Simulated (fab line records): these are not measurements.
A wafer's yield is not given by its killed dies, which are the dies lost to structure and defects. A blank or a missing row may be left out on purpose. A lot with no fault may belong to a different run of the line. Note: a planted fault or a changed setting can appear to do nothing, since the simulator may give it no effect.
3 desks, one fault    flow n5-finfet    numbers are kept per desk, each desk with only its own; the story behind them comes last

THE DEFECT DESK
Per lot, the means of the sampled wafers with a number show what the inspections along the route counted. Marked OUT: a lot whose mean sits more than 4 standard deviations from the usual mean, which makes it out of limits; the brackets give that distance.
Columns: A = raw-defect-count at N5_BEOL_M11_INSPECT_13, usual 419
lot   first seen here  A
L237  day 9 20:46      568
L241  day 10 23:45     367
L243  day 11 22:56     305
L247  day 12 13:50     324
L248  day 12 23:09     323
L249  day 13 02:32     358
L251  day 13 21:23     463
L254  day 14 11:05     497
L256  day 14 13:25     328
L257  day 15 07:29     410
L260  day 16 00:23     418
This desk's verdict: no lot among the 11 shows anything out of limits.

THE METROLOGY DESK
What the gauges read for every lot (on any tool): the sampled wafers with a number, averaged. Marked OUT: a lot whose mean sits more than 4 standard deviations from the usual mean, which makes it out of limits; the brackets give that distance.
Columns: A = cd-nm at N5_BEOL_M11_CD_MEAS_28, usual 69.4 nm
lot   first seen here  A
L237  day 9 23:18      70.3
L241  day 11 01:47     68.3
L243  day 12 01:08     69.4
L247  day 12 18:39     70.7
L248  day 13 00:36     70.5
L249  day 13 03:34     68.9
L251  day 14 00:07     70.8
L254  day 14 12:31     69.9
L256  day 14 14:25     70.2
L257  day 15 09:28     68.8
L260  day 16 02:15     68.5
This desk's verdict: no lot among the 11 shows anything out of limits.

DESK OF THE TOOL OWNER: rie-diel-02
The tool's own readings at N5_BEOL_M11_VIA_ETCH_34 (etches SiCOH lowk in C4F6/O2, target depth 184.5 nm, time 69.2 s): means of the sampled wafers that have a number, for each lot that ran on this tool. Marked OUT: a lot whose mean sits more than 4 standard deviations from the usual mean, which makes it out of limits; the brackets give that distance.
Columns: A = drypump-motor-current-A at N5_BEOL_M11_VIA_ETCH_34, usual 5.8 A; B = oes-product-au at N5_BEOL_M11_VIA_ETCH_34, usual 0.76 a.u.; C = rf-vpp-V at N5_BEOL_M11_VIA_ETCH_34, usual 664 V; D = run-length-s at N5_BEOL_M11_VIA_ETCH_34, usual 92.6 s; E = showerhead-plenum-p-Torr at N5_BEOL_M11_VIA_ETCH_34, usual 2.84 Torr; F = throttle-valve-pct at N5_BEOL_M11_VIA_ETCH_34, usual 20.97 %
lot   first seen here  A    B     C    D                E     F
L243  day 12 02:01     6.0  0.70  667  92.7             2.85  20.98
L247  day 12 19:03     6.2  0.71  666  92.3             2.86  21.10
L251  day 14 00:25     5.9  0.85  662  95.2 (+8.0) OUT  2.77  20.90
L254  day 14 12:49     6.0  0.71  668  96.2 (+11) OUT   2.82  21.17
This desk finds L251, L254 out of limits, L251 being first, at day 14 00:25 (run-length-s at N5_BEOL_M11_VIA_ETCH_34). In limits: L243, L247.

ALL TOGETHER
At day 14 00:25, on L251, L254, the tool owner's desk was in a position to raise an alarm.
The defect desk saw nothing out of limits.
At the metrology desk, nothing out of limits was observed.
The defect desk has L251, L254 on record, within its limits.
The metrology desk has L251, L254 on record, within its limits.
The lots listed all ran N5_BEOL_M11_VIA_ETCH_34 on rie-diel-02.

WHAT THE SIMULATOR HAD PUT IN
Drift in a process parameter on rie-diel-02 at N5_BEOL_M11_VIA_ETCH_34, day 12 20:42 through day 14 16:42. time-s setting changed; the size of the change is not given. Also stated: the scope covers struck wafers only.
Lots struck among those shown: L251, L254.
Time in hours from fault onset to the first out-of-limits reading at each desk: the tool owner's desk, 28.
